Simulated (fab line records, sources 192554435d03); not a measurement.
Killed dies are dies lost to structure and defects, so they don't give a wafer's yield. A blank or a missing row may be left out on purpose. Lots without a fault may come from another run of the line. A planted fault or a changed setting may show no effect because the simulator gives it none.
Chamber matching | flow n5_finfet | N5_BEOL_M8_PECVD_70 on pecvd-01: 3 sister chambers
The step deposits SiO2 from TEOS/O2, target thk 20 nm, time 22.7 s. 30 wafers are shown with their chamber, then 12 later ones without.

WAFERS WITH THEIR CHAMBER
wafer  | chamber | throttle_valve_pct (%) | showerhead_plenum_p_Torr (Torr) | heater_power_w (W)
L077.1 | 1       | 23.1                   | 8.82                            | 720
L077.4 | 1       | 23.1                   | 8.80                            | 738
L077.6 | 0       | 22.4                   | 8.76                            | 582
L079.1 | 1       | 23.0                   | 8.82                            | 771
L079.3 | 1       | 23.2                   | 8.83                            | 767
L079.5 | 1       | 23.0                   | 8.82                            | 765
L080.1 | 0       | 22.5                   | 8.78                            | 724
L080.2 | 1       | 23.0                   | 8.82                            | 864
L080.4 | 1       | 23.0                   | 8.81                            | 842
L085.2 | 2       | 20.6                   | 8.88                            | 856
L085.3 | 1       | 23.3                   | 8.83                            | 698
L085.6 | 1       | 23.0                   | 8.83                            | 718
L084.1 | 0       | 22.7                   | 8.76                            | 671
L084.2 | 2       | 21.0                   | 8.87                            | 900
L084.3 | 1       | 23.0                   | 8.84                            | 865
L084.4 | 1       | 23.1                   | 8.82                            | 858
L084.5 | 2       | 20.8                   | 8.85                            | 890
L084.6 | 0       | 22.5                   | 8.77                            | 685
L086.2 | 0       | 22.7                   | 8.75                            | 640
L086.3 | 2       | 20.6                   | 8.88                            | 849
L086.4 | 2       | 20.7                   | 8.87                            | 858
L088.1 | 1       | 23.2                   | 8.83                            | 811
L088.2 | 2       | 20.8                   | 8.86                            | 775
L088.3 | 0       | 22.7                   | 8.75                            | 721
L088.4 | 0       | 22.9                   | 8.77                            | 715
L088.5 | 1       | 23.0                   | 8.81                            | 830
L088.6 | 2       | 21.0                   | 8.89                            | 781
L087.2 | 1       | 22.8                   | 8.81                            | 878
L087.4 | 1       | 22.8                   | 8.80                            | 880
L087.6 | 0       | 22.7                   | 8.77                            | 607

SIGNATURES (means of the wafers above)
reading                  | chamber 0 | chamber 1 | chamber 2 | scatter within a chamber
throttle_valve_pct       | 22.637    | 23.040    | 20.786    | 0.149
showerhead_plenum_p_Torr | 8.7637    | 8.8193    | 8.8714    | 0.0118
heater_power_w           | 668.12    | 800.33    | 844.14    | 58.4
Rule: a wafer's distance from a chamber is the root of the sum, over the readings, of the square of ((its reading less the chamber's mean) divided by the reading's scatter). The wafer belongs to the nearest chamber; if the next one is less than 2 further off, it can't be placed. The scatter: the root of (the sum of the squares of (reading less its chamber's mean) over the shown wafers, divided by (wafers less chambers)).

WAFERS WITHOUT THEIR CHAMBER
wafer  | throttle_valve_pct (%) | showerhead_plenum_p_Torr (Torr) | heater_power_w (W)
L089.1 | 20.7                   | 8.86                            | 903
L089.5 | 22.7                   | 8.76                            | 683
L089.6 | 20.8                   | 8.87                            | 943
L090.1 | 22.7                   | 8.76                            | 706
L090.3 | 20.8                   | 8.86                            | 837
L090.5 | 22.8                   | 8.78                            | 683
L093.2 | 23.3                   | 8.83                            | 759
L093.4 | 21.1                   | 8.87                            | 829
L093.6 | 23.3                   | 8.81                            | 734
L096.1 | 22.9                   | 8.77                            | 631
L096.2 | 23.0                   | 8.80                            | 780
L096.3 | 20.9                   | 8.89                            | 850

WHICH CHAMBER EACH WENT THROUGH
wafer  | from the rows above | in truth
L089.1 | 2                   | 2
L089.5 | 0                   | 0
L089.6 | 2                   | 2
L090.1 | 0                   | 0
L090.3 | 2                   | 2
L090.5 | 0                   | 0
L093.2 | 1                   | 1
L093.4 | 2                   | 2
L093.6 | 1                   | 1
L096.1 | 0                   | 0
L096.2 | 1                   | 1
L096.3 | 2                   | 2
Placed correctly: 12 of 12. Can't be placed from these rows: 0. Placed wrongly: 0.
